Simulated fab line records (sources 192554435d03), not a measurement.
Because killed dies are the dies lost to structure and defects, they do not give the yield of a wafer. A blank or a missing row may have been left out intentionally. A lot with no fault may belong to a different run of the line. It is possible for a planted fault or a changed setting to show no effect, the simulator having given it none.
fab line records	flow n5-finfet
record: lots: 6	wafers: 17	last-day: 21
route steps=1938 shown BEOL_M6@1228 PASSIVATION@1936
lots untouched by any fault: they come from a run of this same line in which no faults occurred
start-h: the number of hours between the record's first day and the start of the first shown wafer of the lot	wait-h: hours since the lot's step before	" identical to the entry in the row above	L1.1+2: one row covering several wafers at once	- value missing, or start not given	* or withheld: withheld	< > ~ a bound
route shown NAME@n: names a module that has steps shown in the file, with the first one's number in the route	usual: average and standard deviation across the fault-free wafers	same: alike in all rows	chamber/n: place in a boat	sites: readings site by site	_std_site: the values' standard deviation	_edge_site: mean of outer sites minus mean of inner sites	radius-mm: for every site, how far away it sits from the centre of the wafer	mask NAME#n: copy n	behind: the most recent tool/chamber to have shaped the wafer	hold: what put the lot on hold/how long, in hours/how the hold closed	device: the transistor (n, p or np) that didn't switch	end of line: the route-end tests of the same wafers	a step with no rows: only its recipe	killed: at the first sort, the dies lost to defects and structure; wafer yield is something else	map: dies across one wafer; x = killed, . = not, _ = none there
set.NAME: the setting the step ran with; set.NAME@STEP: the setting that earlier step ran with	model.NAME: the simulator's own value behind a step, which no gauge read
lots at some steps of the route; a table a step, a row a wafer
services: a tool's chamber out of use, with start hour (start-h, from the record's first day; less than 0 if before it), hours out, and reason
== steps ==
step: N5_BEOL_M6_OVL_MEAS_29
recipe: points-per-wafer: 522
usual: V5_OVL: 0.3/0.71
lot.wafer	tool	chamber	start-h	wait-h	V5_OVL[nm]
L325.2	overlay-01	0	294.52	0.0	-0.5
L325.3	"	0	"	"	-0.1
L325.6	"	0	"	"	-0.5
L327.1	overlay-02	0	297.84	0.0	-0.8
L327.4	"	0	"	"	0.5
L327.5	"	0	"	"	0.1
L330.3	overlay-01	0	325.82	0.0	0.1
L330.6	"	0	"	"	-1.6
L335.1	overlay-02	0	332.15	0.0	1.1
L335.4	"	0	"	"	0.4
L335.5	"	0	"	"	1.4
L342.1	overlay-01	0	377.16	0.0	0.5
L342.2	"	0	"	"	0.3
L342.4	"	0	"	"	-0.5
L345.2	overlay-02	0	405.99	0.0	1.1
L345.4	"	0	"	"	1.6
L345.5	"	0	"	"	0.4
step: N5_BEOL_M6_INSPECT_30
recipe: mode: adi	inspect-instrument: brightfield
usual: raw-defect-count: 419/110
lot.wafer	tool	chamber	start-h	wait-h	raw-defect-count
L325.2	defect-inspect-01	-	294.57	0.0	844
L325.3	"	-	"	"	828
L325.6	"	-	"	"	758
L327.1	defect-inspect-01	-	297.90	0.1	544
L327.4	"	-	"	"	461
L327.5	"	-	"	"	493
L330.3	defect-inspect-01	-	325.86	0.0	389
L330.6	"	-	"	"	360
L335.1	defect-inspect-02	-	332.21	0.1	370
L335.4	"	-	"	"	449
L335.5	"	-	"	"	461
L342.1	defect-inspect-01	-	377.22	0.1	339
L342.2	"	-	"	"	313
L342.4	"	-	"	"	304
L345.2	defect-inspect-02	-	406.04	0.0	273
L345.4	"	-	"	"	286
L345.5	"	-	"	"	310
step: N5_BEOL_M6_DESCUM_33
recipe: chemistry: O2	time-s: 7	source-power-w: 50	bias-power-w: 20	pressure-mtorr: 20	rf-frequency-hz: 2.712e+07	temp-c: 40	resist: CAR-EUV	o2-flow-sccm: 225
step: N5_BEOL_M6_ETCH_72
recipe: chemistry: N2/H2	target: underlayer	target-depth-a: 65	mask-material: CAR-EUV	time-s: 5.2	ion-energy-ev: 200	pressure-mtorr: 30	source-w: 840	bias-w: 150	n2-flow-sccm: 200	h2-flow-sccm: 200	ends: cleared
usual: drypump-motor-current-A: 6.0/0.39	etch-rf-on-time-s: 5.20/0.15	oes-product-au: 0.67/0.056	rf-vpp-V: 525.2/2.4	showerhead-plenum-p-Torr: 2.59/0.079	throttle-valve-pct: 17.83/0.25
lot.wafer	tool	chamber	start-h	wait-h	drypump-motor-current-A	etch-rf-on-time-s	oes-product-au	rf-hours-counter-h	rf-vpp-V	showerhead-plenum-p-Torr	throttle-valve-pct
L325.2	rie-diel-05	2	294.95	0.0	5.7	5.52	0.67	90	525.1	2.57	17.81
L325.3	"	3	"	"	6.7	5.11	0.71	66	529.2	2.67	17.52
L325.6	"	0	"	"	5.7	5.20	0.67	-	528.6	2.65	17.39
L327.1	rie-diel-05	1	298.32	0.0	6.2	5.12	0.73	62	527.6	2.70	18.15
L327.4	"	2	"	"	5.8	5.42	0.68	91	523.9	2.57	17.81
L327.5	"	0	"	"	5.7	5.19	0.65	-	527.8	2.65	17.41
L330.3	rie-diel-05	2	325.93	0.0	5.8	5.35	0.67	104	524.1	2.57	17.83
L330.6	"	2	"	"	5.8	5.36	0.68	-	524.3	2.57	17.82
L335.1	rie-diel-05	1	332.28	0.0	6.2	5.07	0.71	77	527.8	2.70	18.18
L335.4	"	3	"	"	6.7	5.02	0.70	83	530.0	2.66	17.55
L335.5	"	3	"	"	6.7	5.07	0.68	-	526.4	2.66	17.53
L342.1	rie-diel-01	3	377.29	0.0	6.4	5.52	0.57	251	523.2	2.50	17.73
L342.2	"	1	"	"	6.0	5.17	0.74	49	522.7	2.47	17.86
L342.4	"	1	"	"	5.9	5.14	0.73	-	522.6	2.47	17.85
L345.2	rie-diel-05	2	406.26	0.0	5.8	5.26	0.65	134	524.1	2.56	17.90
L345.4	"	0	"	"	5.7	5.07	0.63	142	526.6	2.63	17.47
L345.5	"	1	"	"	6.2	5.11	0.68	-	527.8	2.68	18.20
step: N5_BEOL_M6_ETCH_65
recipe: chemistry: CF4	target: SiARC	target-depth-a: 156	mask-material: CAR-EUV	time-s: 26	ion-energy-ev: 80	pressure-mtorr: 40	source-w: 545	bias-w: 36	Ar_flow_sccm: 100	cf4-flow-sccm: 100	ends: cleared
usual: drypump-motor-current-A: 6.0/0.39	etch-rf-on-time-s: 26.0/0.72	oes-product-au: 0.67/0.057	rf-vpp-V: 184.5/1	showerhead-plenum-p-Torr: 2.18/0.061	throttle-valve-pct: 15.54/0.12
lot.wafer	tool	chamber	start-h	wait-h	drypump-motor-current-A	etch-rf-on-time-s	oes-product-au	rf-hours-counter-h	rf-vpp-V	showerhead-plenum-p-Torr	throttle-valve-pct
L325.2	rie-diel-05	2	294.97	0.0	5.8	27.2	0.68	90	184.6	2.16	15.50
L325.3	"	3	"	"	6.7	25.1	0.71	66	185.5	2.25	15.37
L325.6	"	0	"	"	5.7	25.5	0.67	-	185.3	2.24	15.31
L327.1	rie-diel-05	1	298.34	0.0	6.2	25.7	0.72	62	183.8	2.26	15.67
L327.4	"	2	"	"	5.8	27.0	0.68	91	183.8	2.16	15.50
L327.5	"	0	"	"	5.7	25.4	0.67	-	186.3	2.24	15.34
L330.3	rie-diel-05	2	325.95	0.0	5.8	26.8	0.68	104	183.8	2.16	15.54
L330.6	"	2	"	"	5.8	26.8	0.67	-	183.3	2.16	15.54
L335.1	rie-diel-05	1	332.30	0.0	6.2	25.4	0.70	77	185.3	2.25	15.71
L335.4	"	3	"	"	6.7	25.4	0.70	83	186.8	2.24	15.40
L335.5	"	3	"	"	6.7	25.3	0.69	-	185.1	2.24	15.39
L342.1	rie-diel-01	3	377.30	0.0	6.5	26.9	0.57	251	182.5	2.10	15.56
L342.2	"	1	"	"	6.0	25.6	0.73	49	182.8	2.10	15.55
L342.4	"	1	"	"	6.0	25.3	0.73	-	183.8	2.10	15.57
L345.2	rie-diel-05	2	406.28	0.0	5.8	26.7	0.66	134	185.8	2.15	15.60
L345.4	"	0	"	"	5.7	25.4	0.64	142	184.6	2.22	15.42
L345.5	"	1	"	"	6.2	26.3	0.67	-	184.5	2.24	15.76
step: N5_BEOL_M6_ETCH_66
recipe: chemistry: N2/H2	target: SOC	target-depth-a: 800	overetch-a: 160	mask-material: SiARC	temp-c: 40	time-s: 120	ion-energy-ev: 200	pressure-mtorr: 30	source-w: 840	bias-w: 150	n2-flow-sccm: 200	h2-flow-sccm: 200
usual: drypump-motor-current-A: 6.0/0.4	oes-product-au: 0.60/0.046	rf-vpp-V: 525.3/2.4	run-length-s: 143.2/0.59	showerhead-plenum-p-Torr: 2.59/0.079	throttle-valve-pct: 17.79/0.25
lot.wafer	tool	chamber	start-h	wait-h	drypump-motor-current-A	oes-product-au	rf-hours-counter-h	rf-vpp-V	run-length-s	showerhead-plenum-p-Torr	throttle-valve-pct
L325.2	rie-diel-05	2	295.00	0.0	5.8	0.63	90	523.0	142.5	2.57	17.76
L325.3	"	3	"	"	6.7	0.63	66	527.7	142.5	2.67	17.48
L325.6	"	0	"	"	5.7	0.59	-	526.1	142.5	2.65	17.34
L327.1	rie-diel-05	1	298.37	0.0	6.2	0.65	62	528.0	143.2	2.70	18.11
L327.4	"	2	"	"	5.8	0.62	91	524.1	142.8	2.57	17.77
L327.5	"	0	"	"	5.7	0.59	-	528.9	142.5	2.65	17.33
L330.3	rie-diel-05	2	325.98	0.0	5.8	0.61	104	524.4	142.5	2.57	17.79
L330.6	"	2	"	"	5.8	0.62	-	523.4	142.7	2.57	17.78
L335.1	rie-diel-05	1	332.33	0.0	6.2	0.63	77	526.3	143.9	2.70	18.14
L335.4	"	3	"	"	6.8	0.61	83	528.1	142.9	2.66	17.51
L335.5	"	3	"	"	6.7	0.62	-	528.8	142.5	2.66	17.51
L342.1	rie-diel-01	3	377.33	0.0	6.4	0.53	251	522.7	143.1	2.50	17.73
L342.2	"	1	"	"	6.0	0.65	49	522.4	144.6	2.47	17.81
L342.4	"	1	"	"	6.0	0.65	-	522.3	144.5	2.47	17.81
L345.2	rie-diel-05	2	406.30	0.0	5.8	0.59	134	524.6	143.1	2.56	17.82
L345.4	"	0	"	"	5.7	0.57	142	528.2	142.6	2.63	17.42
L345.5	"	1	"	"	6.2	0.61	-	527.7	143.2	2.68	18.19
step: N5_BEOL_M6_STRIP_69
recipe: chemistry: N2/H2	temp-c: 40	n2-flow-sccm: 200	h2-flow-sccm: 200	rf-frequency-hz: 6e+07
step: N5_BEOL_M6_STRIP_73
recipe: chemistry: N2/H2	temp-c: 40	n2-flow-sccm: 200	h2-flow-sccm: 200	rf-frequency-hz: 6e+07
step: N5_BEOL_M6_VIA_ETCH_34
recipe: chemistry: C4F6/O2	target: SiCOH_lowk	target-depth-a: 1263	mask-material: SOC	taper-deg: 4	time-s: 50.9	ion-energy-ev: 250	pressure-mtorr: 30	source-w: 345	bias-w: 185	Ar_flow_sccm: 300	C4F6_flow_sccm: 10	O2_flow_sccm: 10
usual: drypump-motor-current-A: 6.0/0.4	oes_o_777_au: 0.78/0.074	oes-product-au: 0.79/0.066	rf-vpp-V: 670/20	run-length-s: 74.1/0.56	showerhead-plenum-p-Torr: 2.90/0.097	throttle-valve-pct: 20.82/0.17
lot.wafer	tool	chamber	start-h	wait-h	drypump-motor-current-A	oes_o_777_au	oes-product-au	rf-hours-counter-h	rf-vpp-V	run-length-s	showerhead-plenum-p-Torr	throttle-valve-pct
L325.2	rie-diel-05	2	295.10	0.0	5.8	0.76	0.79	90	668	73.4	2.85	20.66
L325.3	"	3	"	"	6.7	0.86	0.82	66	667	74.3	3.02	20.85
L325.6	"	0	"	"	5.7	0.80	0.78	-	645	73.7	2.99	20.65
L327.1	rie-diel-05	1	298.47	0.0	6.2	0.78	0.86	62	705	74.3	2.99	21.01
L327.4	"	2	"	"	5.7	0.75	0.80	91	669	73.8	2.85	20.68
L327.5	"	0	"	"	5.7	0.79	0.78	-	646	73.6	2.99	20.65
L330.3	rie-diel-05	2	326.08	0.0	5.8	0.74	0.80	104	668	73.5	2.85	20.69
L330.6	"	2	"	"	5.8	0.74	0.80	-	667	74.2	2.85	20.70
L335.1	rie-diel-05	1	332.43	0.0	6.1	0.77	0.84	77	707	74.4	2.99	21.03
L335.4	"	3	"	"	6.7	0.83	0.81	83	666	73.8	3.01	20.86
L335.5	"	3	"	"	6.7	0.83	0.81	-	665	73.7	3.01	20.88
L342.1	rie-diel-01	3	377.43	0.0	6.4	0.67	0.67	251	675	74.2	2.78	20.65
L342.2	"	1	"	"	6.0	0.84	0.86	49	675	75.4	2.75	20.78
L342.4	"	1	"	"	6.0	0.83	0.86	-	675	75.3	2.75	20.77
L345.2	rie-diel-05	2	406.41	0.0	5.7	0.71	0.76	134	668	73.6	2.83	20.74
L345.4	"	0	"	"	5.7	0.75	0.73	142	646	73.3	2.97	20.72
L345.5	"	1	"	"	6.2	0.74	0.80	-	704	74.1	2.97	21.07
step: N5_BEOL_M6_STRIP_76
recipe: chemistry: C4F6/O2	resist: SiARC	rf-frequency-hz: 6e+07
step: N5_BEOL_M6_STRIP_36
recipe: chemistry: N2/H2	power-w: 450	temp-c: 40	pressure-mtorr: 20	rf-frequency-hz: 6e+07	overash-fraction: 0.3	bias-power-w: 7	h2-frac: 0.5	n2-flow-sccm: 200	h2-flow-sccm: 200
step: N5_BEOL_M6_TRENCH_ETCH_37
recipe: chemistry: C4F6/O2	target-depth-a: 944.35	target: SiCOH_lowk	time-s: 31.5	ion-energy-ev: 250	pressure-mtorr: 30	source-w: 345	bias-w: 185	Ar_flow_sccm: 300	C4F6_flow_sccm: 10	O2_flow_sccm: 10
usual: drypump-motor-current-A: 6.0/0.39	oes_o_777_au: 0.78/0.074	oes-product-au: 0.79/0.067	rf-vpp-V: 670/20	run-length-s: 54.8/0.55	showerhead-plenum-p-Torr: 2.90/0.097	throttle-valve-pct: 20.85/0.17
lot.wafer	tool	chamber	start-h	wait-h	drypump-motor-current-A	oes_o_777_au	oes-product-au	rf-hours-counter-h	rf-vpp-V	run-length-s	showerhead-plenum-p-Torr	throttle-valve-pct
L325.2	rie-diel-05	2	-	-	5.8	0.75	0.80	90	668	54.2	2.85	20.70
L325.3	"	3	"	"	6.7	0.86	0.83	66	667	54.4	3.02	20.91
L325.6	"	0	"	"	5.7	0.80	0.78	-	646	54.4	2.99	20.68
L327.1	rie-diel-05	1	-	-	6.2	0.78	0.85	62	704	54.8	2.99	21.04
L327.4	"	2	"	"	5.8	0.75	0.79	91	668	54.2	2.85	20.69
L327.5	"	0	"	"	5.7	0.80	0.77	-	647	54.2	2.99	20.69
L330.3	rie-diel-05	2	-	-	5.8	0.74	0.79	104	668	54.1	2.85	20.71
L330.6	"	2	"	"	5.8	0.74	0.79	-	667	54.3	2.85	20.72
L335.1	rie-diel-05	1	-	-	6.2	0.77	0.84	77	706	55.1	2.99	21.05
L335.4	"	3	"	"	6.7	0.83	0.81	83	665	54.0	3.01	20.91
L335.5	"	3	"	"	6.7	0.84	0.81	-	665	54.0	3.01	20.92
L342.1	rie-diel-01	3	-	-	6.4	0.67	0.67	251	677	55.3	2.78	20.68
L342.2	"	1	"	"	5.9	0.84	0.86	49	673	56.0	2.75	20.81
L342.4	"	1	"	"	5.9	0.83	0.86	-	674	55.4	2.75	20.82
L345.2	rie-diel-05	2	-	-	5.7	0.72	0.77	134	667	54.2	2.83	20.77
L345.4	"	0	"	"	5.7	0.75	0.73	142	645	54.1	2.97	20.74
L345.5	"	1	"	"	6.2	0.74	0.79	-	704	54.7	2.97	21.09
step: N5_BEOL_M6_ETCH_41
recipe: chemistry: CH3F/O2	target: SiCN	target-depth-a: 297	taper-deg: 2	time-s: 52	ion-energy-ev: 120	mask-material: TiN	pressure-mtorr: 30	source-w: 395	bias-w: 75	Ar_flow_sccm: 150	CH3F_flow_sccm: 30	O2_flow_sccm: 20
usual: drypump-motor-current-A: 6.0/0.4	oes-product-au: 0.79/0.066	rf-vpp-V: 298.1/1.5	run-length-s: 75.2/0.57	showerhead-plenum-p-Torr: 2.04/0.069	throttle-valve-pct: 16.24/0.13
lot.wafer	tool	chamber	start-h	wait-h	drypump-motor-current-A	oes-product-au	rf-hours-counter-h	rf-vpp-V	run-length-s	showerhead-plenum-p-Torr	throttle-valve-pct	model.etch.depth-nm
L325.2	rie-diel-05	2	295.22	-	5.7	0.80	90	298.6	75.3	2.00	16.11	19.08
L325.3	"	3	"	"	6.7	0.82	66	299.7	74.7	2.12	16.20	19.62
L325.6	"	0	"	"	5.7	0.78	-	299.7	74.5	2.11	16.07	19.41
L327.1	rie-diel-05	1	298.59	-	6.2	0.86	62	297.6	75.3	2.11	16.38	20.36
L327.4	"	2	"	"	5.8	0.80	91	296.3	74.9	2.00	16.11	19.02
L327.5	"	0	"	"	5.7	0.77	-	299.8	74.3	2.11	16.08	19.53
L330.3	rie-diel-05	2	326.20	-	5.7	0.79	104	297.2	74.8	2.00	16.14	19.18
L330.6	"	2	"	"	5.7	0.79	-	297.8	79.2	2.00	16.13	20.76
L335.1	rie-diel-05	1	332.55	-	6.2	0.83	77	298.7	75.3	2.11	16.39	20.29
L335.4	"	3	"	"	6.7	0.81	83	299.9	74.7	2.12	16.23	19.91
L335.5	"	3	"	"	6.7	0.80	-	299.6	79.3	2.12	16.23	21.47
L342.1	rie-diel-01	3	377.55	-	6.4	0.67	251	298.1	75.2	1.96	16.22	18.98
L342.2	"	1	"	"	5.9	0.86	49	295.4	76.4	1.93	16.17	20.1
L342.4	"	1	"	"	5.9	0.87	-	297.3	76.0	1.93	16.18	20.21
L345.2	rie-diel-05	2	406.53	-	5.8	0.76	134	299.0	74.8	1.99	16.20	19.31
L345.4	"	0	"	"	5.7	0.74	142	299.9	74.6	2.09	16.15	19.76
L345.5	"	1	"	"	6.2	0.79	-	300.2	75.2	2.09	16.44	19.93
step: N5_BEOL_M6_STRIP_80
recipe: chemistry: N2/H2	time-s: 10	power-w: 450	temp-c: 40	pressure-mtorr: 20	rf-frequency-hz: 6e+07	bias-power-w: 7	n2-flow-sccm: 200	h2-flow-sccm: 200
step: N5_PASSIVATION_PROBE_49
usual: defect-limited-yield: 91.1/1.4	killed_at_M0_to_M3: 34/9.6	killed_at_M4_up: 15/5.3	killed-at-contacts: 12/6.1	killed-at-front-end: 40/11	killed-at-other: 3.5/2.8	killed-dies: 105/17	killed-open: 70/12	killed-short: 34/7.7	sort_bin_5_function: 5.2/0.97	sort_bin_6_memory: 3.4/0.62	sort-n-pass: 1075/17	sort-yield-pct: 91.1/1.4
same: gross-dies: 1180	killed-at-back-side: 0	sort_bin_4_leakage[%]: 0	sort_bin_8_speed[%]: 0
lot.wafer	tool	chamber	start-h	wait-h	defect-limited-yield[%]	killed_at_M0_to_M3	killed_at_M4_up	killed-at-contacts	killed-at-front-end	killed-at-other	killed-dies	killed-open	killed-short	sort_bin_5_function[%]	sort_bin_6_memory[%]	sort-n-pass	sort-yield-pct[%]
L327.4	prober-01	-	392.41	0.2	91.5	29	10	26	35	0	100	64	36	4.6	3.5	1080	91.5
killed by level:class
L327.4 MOL_CONTACT_COAG:geometric-particle:open=18 STI_FIN_REVEAL:geometric-particle:open=12 BEOL_M3:geometric-particle:open=11 MOL_CONTACT_COAG:geometric-particle:short=8 BEOL_M0_SAQP:geometric-particle:short=8 FIN_SAQP:geometric-particle:open=4 FIN_SAQP:geometric-particle:short=4 BEOL_M0_SAQP:geometric-particle:open=4
== services ==
tool	chamber	start-h	hours	kind
rie-diel-01	1	271.01	14.9	repair
rie-diel-01	1	310.36	2.1	repair
rie-diel-01	2	354.43	-	clean
rie-diel-01	2	354.43	-	consumable-replace:focus-ring
rie-diel-01	2	354.43	23.2	scheduled-down
rie-diel-01	2	354.43	23.2	vent-cycle
rie-diel-05	0	359.21	8.0	repair
rie-diel-01	3	377.91	-	clean
rie-diel-01	3	377.91	-	consumable-replace:focus-ring
rie-diel-01	3	377.91	30.8	scheduled-down
rie-diel-01	3	377.91	30.8	vent-cycle
== key ==
first-sign: step: N5_BEOL_M6_ETCH_41	reading: run-length-s	direction: up	sigmas: 7	usual: *	struck: *
effect none on later readings
model-effect: step: N5_BEOL_M6_ETCH_41	value: etch.depth-nm	without: 19.45	struck: 21.12
met-at N5_BEOL_M6_ETCH_41
struck-wafers L330.6,L335.5
baseline-loss: step: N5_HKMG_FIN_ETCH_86	wafers: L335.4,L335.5
onset-between 298.59 326.20
fault: kind: process-parameter-drift	tool: rie-diel-05	chamber: -	onset-h: 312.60	steps: N5_BEOL_M6_ETCH_41	channel: time-s	offset: *	shape: step	end-h: 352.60	scope: struck-wafers-only	acts-in: *	stated: *
baseline-loss: these wafers lose ten dies or more at that step, a loss of the line's own and not of a fault; the sort's usual values leave them out
